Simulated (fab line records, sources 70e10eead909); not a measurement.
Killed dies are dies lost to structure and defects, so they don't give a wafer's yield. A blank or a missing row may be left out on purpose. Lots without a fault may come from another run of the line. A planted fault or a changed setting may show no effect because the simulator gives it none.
fab line records | flow nand_harc
record lots=6 wafers=18 last_day=28
route steps=1302 shown A_CHANNEL_FILL_D2@625 END@1302
lots that met no fault: from a run of the same line without faults
start_h: hours from the record's first day to the start of the lot's first wafer shown | wait_h: hours since the lot's step before | " the same as in the row above | L1.1+2: a row that stands for several wafers | - no value, or no start given | * or withheld: withheld | < > ~ a bound
route shown NAME@n: a module of which the file shows steps, and the number in the route of the first | usual: mean/standard deviation of fault-free wafers | same: alike in all rows | chamber/n: place in a boat | sites: the reading at each site | _std_site: their standard deviation | _edge_site: outer sites' mean less inner sites' | radius_mm: how far each site lies from the wafer's centre | mask NAME#n: copy n | behind: the tool/chamber that last shaped the wafer | hold: why the lot was held/for how many hours/how that ended | device: the transistor (n, p or np) that didn't switch | end of line: the same wafers' tests at the end of the route | a step without rows: its recipe alone | killed: dies lost to structure and defects at the first sort, not the wafer's yield | map: a wafer's dies, x killed, . not, _ none there
set.NAME: the setting as run; set.NAME@STEP: as run at that earlier step | model.NAME: the simulator's own value behind a step, which no gauge read
lots at some steps of the route; a table a step, a row a wafer
services: from which hour (start_h, from the record's first day; less than 0 if before it) a tool's chamber was out of use, for how many hours, and why
## steps
# step NHARC_A_CHANNEL_FILL_D2_ANNEAL_22
# recipe temp_c=620 time_s=7200
# step NHARC_A_CHANNEL_FILL_D2_ALD_25
# recipe target_thk_a=600 pulse_time_s=10 ald_cycles=600 temp_c=300 material=SiOx
# usual heater_power_w=432/44 precursor_pulse_height_rel=0.998/0.02
# same pulse_time_s=10
# columns lot.wafer tool chamber start_h wait_h heater_power_w precursor_pulse_height_rel
L605.2 ald_hk-04 2 381.15 0.1 470 0.992
L605.1 " 0 382.36 1.3 455 1.025
L605.6 " 3 384.19 3.1 492 0.992
L606.3 ald_hk-02 1 381.74 0.7 440 0.961
L606.1 " 3 382.95 1.9 392 0.986
L606.6 " 1 384.16 3.1 434 0.980
L609.2 ald_hk-02 0 408.63 0.7 368 0.957
L609.1 " 2 409.87 1.9 453 1.025
L609.6 " 3 " " 385 1.021
L610.2 ald_hk-03 0 440.33 0.7 408 1.007
L610.1 " 1 " " 455 0.985
L610.5 " 3 442.16 2.5 455 1.002
L611.1 ald_hk-02 1 440.95 1.3 438 0.980
L611.3 " 2 " " 445 0.980
L611.5 " 0 442.81 3.1 369 1.004
L612.3 ald_hk-04 1 445.22 0.7 403 1.044
L612.1 " 2 " " 435 0.987
L612.4 " 3 " " 489 1.000
# step NHARC_A_CHANNEL_FILL_D2_ETCHBACK_08
# recipe target_depth_a=2200 time_s=110 c4f8_flow_sccm=20 ar_flow_sccm=withheld rf_w=600 bias_w=300 chemistry=C4F8
# usual oes_product_au=0.97/0.037 rf_vpp_V=440.3/2.6
# same time_s=110
# columns lot.wafer tool chamber start_h wait_h oes_product_au rf_hours_counter_h rf_vpp_V
L606.1 rie_diel-12 3 - - 1.00 3 440.4
L606.3 " 0 " " 0.98 3 442.4
L606.6 " 2 " " 0.99 - 438.1
L605.1 rie_diel-05 3 - - 0.92 3 437.3
L605.2 " 1 " " 0.91 3 442.3
L605.6 " 3 " " 0.93 - 436.7
L609.2 rie_diel-12 3 - - 1.00 3 439.6
L609.1 " 1 " " 1.00 4 444.1
L609.6 " 3 " " 1.00 - 439.6
L610.1 rie_diel-05 3 - - 0.92 1 435.1
L610.2 " 0 " " 0.94 1 443.5
L610.5 " 1 " " 0.93 - 441.5
L611.3 rie_diel-12 0 - - 0.93 4 441.2
L611.1 " 2 " " 0.92 4 438.3
L611.5 " 0 " " 0.91 - 441.9
L612.4 rie_diel-05 3 - - 0.93 1 436.3
L612.3 " 0 " " 0.93 1 444.5
L612.1 " 1 " " 0.92 1 441.1
# step NHARC_A_CHANNEL_FILL_D2_STRIP_29
# recipe time_s=20 o2_flow_sccm=500 ar_flow_sccm=0 bias_w=0 chemistry=O2
# usual drypump_motor_current_A=5.7/0.54 oes_product_au=1.002/0.0094 rf_vpp_V=57.7/0.98 showerhead_plenum_p_Torr=3.51/0.14 throttle_valve_pct=17.036/0.0084
# same time_s=20
# columns lot.wafer tool chamber start_h wait_h drypump_motor_current_A oes_product_au rf_hours_counter_h rf_vpp_V showerhead_plenum_p_Torr throttle_valve_pct
L606.1 rie_diel-12 1 - - 5.0 1.000 3 56.5 3.67 17.033
L606.3 " 3 " " 5.5 1.009 3 57.7 3.42 17.020
L606.6 " 1 " " 5.0 0.994 - 58.7 3.67 17.029
L605.2 rie_diel-05 0 - - 5.2 1.011 3 58.2 3.75 17.027
L605.1 " 3 " " 5.9 0.999 3 60.4 3.30 17.050
L605.6 " 1 " " 6.5 0.998 - 58.0 3.51 17.037
L609.1 rie_diel-12 0 - - 5.3 1.000 4 59.4 3.57 17.049
L609.2 " 2 " " 6.2 1.004 4 57.8 3.42 17.032
L609.6 " 1 " " 5.0 0.983 - 59.5 3.67 17.029
L610.2 rie_diel-05 0 - - 5.2 1.011 1 58.2 3.75 17.035
L610.1 " 1 " " 6.5 0.995 1 58.9 3.51 17.036
L610.5 " 3 " " 5.9 1.005 - 57.2 3.30 17.033
L611.1 rie_diel-05 3 445.43 - 5.9 1.015 1 56.5 3.30 17.023
L611.3 " 1 " " 6.5 0.998 1 58.0 3.51 17.037
L611.5 " 3 " " 5.9 1.010 - 57.7 3.30 17.031
L612.4 rie_diel-05 0 - - 5.2 1.023 1 58.9 3.75 17.032
L612.1 " 2 " " 6.6 0.999 2 57.7 3.42 17.045
L612.3 " 3 " " 5.9 1.014 1 56.7 3.30 17.034
# step NHARC_A_CHANNEL_FILL_D2_PRECLEAN_30
# recipe time_s=30 chemistry=dHF
# step NHARC_A_CHANNEL_FILL_D2_SRD_31
# step NHARC_A_CHANNEL_FILL_D2_CVD_09
# recipe target_thk_a=1500 temp_c=620 pressure_mtorr=200 time_s=3000 material=poly-Si
# step NHARC_A_CHANNEL_FILL_D2_CMP_10
# recipe target_thk_nm=150
# usual motor_current_A=12.3/1.2 pad_life_wafers=188/100 retaining_ring_pressure_frac=1.000/0.0052 time_to_endpoint_s=14.4/2.6
# columns lot.wafer tool chamber start_h wait_h motor_current_A pad_life_wafers retaining_ring_pressure_frac time_to_endpoint_s
L606.3 cmp-02 0 392.53 0.4 12.2 199 1.001 16.4
L606.1 " 2 " " 14.5 201 1.007 12.7
L606.6 " 3 " " 10.6 - 0.993 15.5
L605.2 cmp-01 1 392.54 0.4 10.5 31 0.994 14.0
L605.1 " 3 " " 13.3 33 0.993 15.1
L605.6 " 0 " " 12.5 - 0.996 10.8
L609.2 cmp-01 1 419.43 0.5 10.9 138 0.994 12.0
L609.1 " 3 " " 13.7 140 1.006 10.2
L609.6 " 2 " " 12.5 - 1.005 10.6
L611.1 cmp-04 2 451.01 0.4 14.6 156 0.999 10.6
L611.3 " 1 " " 11.2 159 1.007 12.1
L611.5 " 3 " " 11.8 - 0.995 12.4
L610.1 cmp-02 1 451.04 0.4 13.0 55 0.995 16.3
L610.2 " 2 " " 14.2 56 0.998 15.9
L610.5 " 1 " " 13.3 - 1.006 18.3
L612.3 cmp-01 2 455.87 0.4 12.1 240 0.998 15.4
L612.1 " 0 " " 12.2 242 0.996 14.7
L612.4 " 1 " " 11.4 243 1.000 14.6
# step NHARC_A_CHANNEL_FILL_D2_SRD_12
# step NHARC_A_CHANNEL_FILL_D2_RTA_24
# recipe temp_c=1000 time_s=5
# usual lamp_power_pct=28.4/2.8 wafer_temp_C_max=1003.8/0.88
# same time_s=5
# columns lot.wafer tool chamber start_h wait_h lamp_power_pct wafer_temp_C_max
L606.1 rtp_anneal-01 0 392.92 0.0 25.7 1004.0
L606.3 " 0 " " 25.7 1005.0
L606.6 " 0 " " 25.6 1004.8
L605.1 rtp_anneal-02 0 392.93 0.0 31.2 1003.8
L605.2 " 0 " " 31.2 1003.6
L605.6 " 0 " " 31.2 1003.7
L609.1 rtp_anneal-02 0 419.86 0.1 31.2 1004.5
L609.2 " 0 " " 31.2 1003.9
L609.6 " 0 " " 31.1 1003.9
L611.1 rtp_anneal-01 0 451.43 0.0 25.6 1005.6
L611.3 " 0 " " 25.6 1004.6
L611.5 " 0 " " 25.6 1006.6
L611.1 rtp_anneal-01 0 451.80 0.3 25.6 1003.9
L611.3 " 0 " " 25.6 1003.8
L611.5 " 0 " " 25.6 1005.2
L610.1 rtp_anneal-02 0 451.52 0.1 31.2 1004.1
L610.2 " 0 " " 31.3 1004.0
L610.5 " 0 " " 31.2 1003.5
L612.1 rtp_anneal-01 0 456.29 0.0 25.7 1004.4
L612.3 " 0 " " 25.6 1003.3
L612.4 " 0 " " 25.7 1003.3
L612.1 rtp_anneal-01 0 456.66 0.3 25.6 1005.1
L612.3 " 0 " " 25.7 1005.9
L612.4 " 0 " " 25.6 1004.8
# step NHARC_A_CHANNEL_FILL_D2_INSPECT_13
# usual raw_defect_count=379/110
# columns lot.wafer tool chamber start_h wait_h raw_defect_count
L606.1 defect_inspect-02 - 393.12 0.2 411
L606.3 " - " " 524
L606.6 " - " " 469
L605.1 defect_inspect-01 - 393.13 0.2 294
L605.2 " - " " 368
L605.6 " - " " 236
L609.1 defect_inspect-02 - 420.05 0.2 326
L609.2 " - " " 277
L609.6 " - " " 304
L610.1 defect_inspect-02 - 451.75 0.2 343
L610.2 " - " " 393
L610.5 " - " " 347
L611.1 defect_inspect-01 - 451.99 0.2 307
L611.3 " - " " 181
L611.5 " - " " 258
L612.1 defect_inspect-02 - 456.86 0.2 355
L612.3 " - " " 267
L612.4 " - " " 348
# step NHARC_END_SORT_01
# recipe temp_c=25
# usual killed_at_array=54/21 killed_at_other=1.0/1.2 killed_at_periphery=3.6/2.6 killed_dies=58/20 killed_open=3.3/1.9 killed_short=2.6/1.5
# same gross_dies=677
# columns lot.wafer tool chamber start_h wait_h killed_at_array killed_at_other killed_at_periphery killed_dies killed_open killed_short
L612.1 prober-02 0 659.89 2.6 68 0 5 73 4 1
L612.3 prober-02 0 661.47 3.1 80 1 5 86 4 4
L612.4 prober-02 0 662.26 3.4 65 0 4 69 4 1
# killed by level:class
L612.1 A_CHANNEL_HOLE_D1:chamber_film_flake=24 A_SLIT:chamber_film_flake=17 A_STAIRCASE:chamber_film_flake=9 A_M1:chamber_film_flake=4 P_M2:chamber_film_flake=3 A_ZERO_WELL:chamber_film_flake=3 A_CONTACT:chamber_film_flake=3 A_SGD_CUT:chamber_film_flake=2
L612.3 A_SLIT:chamber_film_flake=31 A_CHANNEL_HOLE_D1:chamber_film_flake=27 A_STAIRCASE:chamber_film_flake=8 A_SGD_CUT:chamber_film_flake=3 A_WL_FILL:geometric_particle:open=2 A_CONTACT:chamber_film_flake=2 P_CONTACT:geometric_particle:short=1 A_CHANNEL_FILL_D1:geometric_particle:short=1
L612.4 A_CHANNEL_HOLE_D1:chamber_film_flake=31 A_SLIT:chamber_film_flake=15 A_STAIRCASE:chamber_film_flake=6 P_CONTACT:geometric_particle:open=2 A_ZERO_WELL:chamber_film_flake=2 A_CHANNEL_FILL_D1:chamber_film_flake=2 A_CHANNEL_FILL_D2:chamber_film_flake=2 A_CHANNEL_FILL_D1:geometric_particle:open=1
## services
# columns tool chamber start_h hours kind
rtp_anneal-01 - 372.09 12.0 pm
cmp-01 - 381.50 4.0 pm
rie_diel-05 0 385.10 - clean
rie_diel-05 1 385.10 - clean
rie_diel-05 2 385.10 - clean
rie_diel-05 3 385.10 - clean
cmp-02 - 387.28 2.3 repair
ald_hk-03 - 391.36 10.0 pm
rie_diel-12 1 395.11 6.4 repair
rie_diel-05 1 396.39 4.9 repair
ald_hk-02 - 396.91 1.1 repair
cmp-02 - 400.28 0.9 repair
rie_diel-05 - 406.60 9.0 pm
rie_diel-05 0 406.60 9.0 vent_cycle
rie_diel-05 1 406.60 9.0 vent_cycle
rie_diel-05 2 406.60 9.0 vent_cycle
cmp-04 - 406.85 4.0 pm
cmp-02 - 417.21 2.9 repair
cmp-02 - 428.63 4.0 pm
cmp-01 - 429.51 1.8 repair
cmp-01 - 432.08 0.4 repair
ald_hk-04 - 433.92 10.0 pm
rie_diel-05 - 443.89 0.4 repair
rie_diel-12 - 445.40 9.0 pm
## key
first_sign step=NHARC_A_CHANNEL_FILL_D2_RTA_24 reading=visit direction=added
effect none on later readings
met_at NHARC_A_CHANNEL_FILL_D2_RTA_24
struck_wafers L611.1,L611.3,L611.5,L612.1,L612.3,L612.4
tester_left_out L611,L612
fault kind=repeated_step_whole tool=rtp_anneal-01,rtp_anneal-02 chamber=- onset_h=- steps=NHARC_A_CHANNEL_FILL_D2_RTA_24 times=1 scope=struck_lots_only
# tester_left_out: of these lots the tester's yield and bins aren't shown, on N5 and GAA mostly nor the transistor test; their killed dies are dies lost to structure and defects alone, not to doping, threshold or leakage, so they don't give the yield
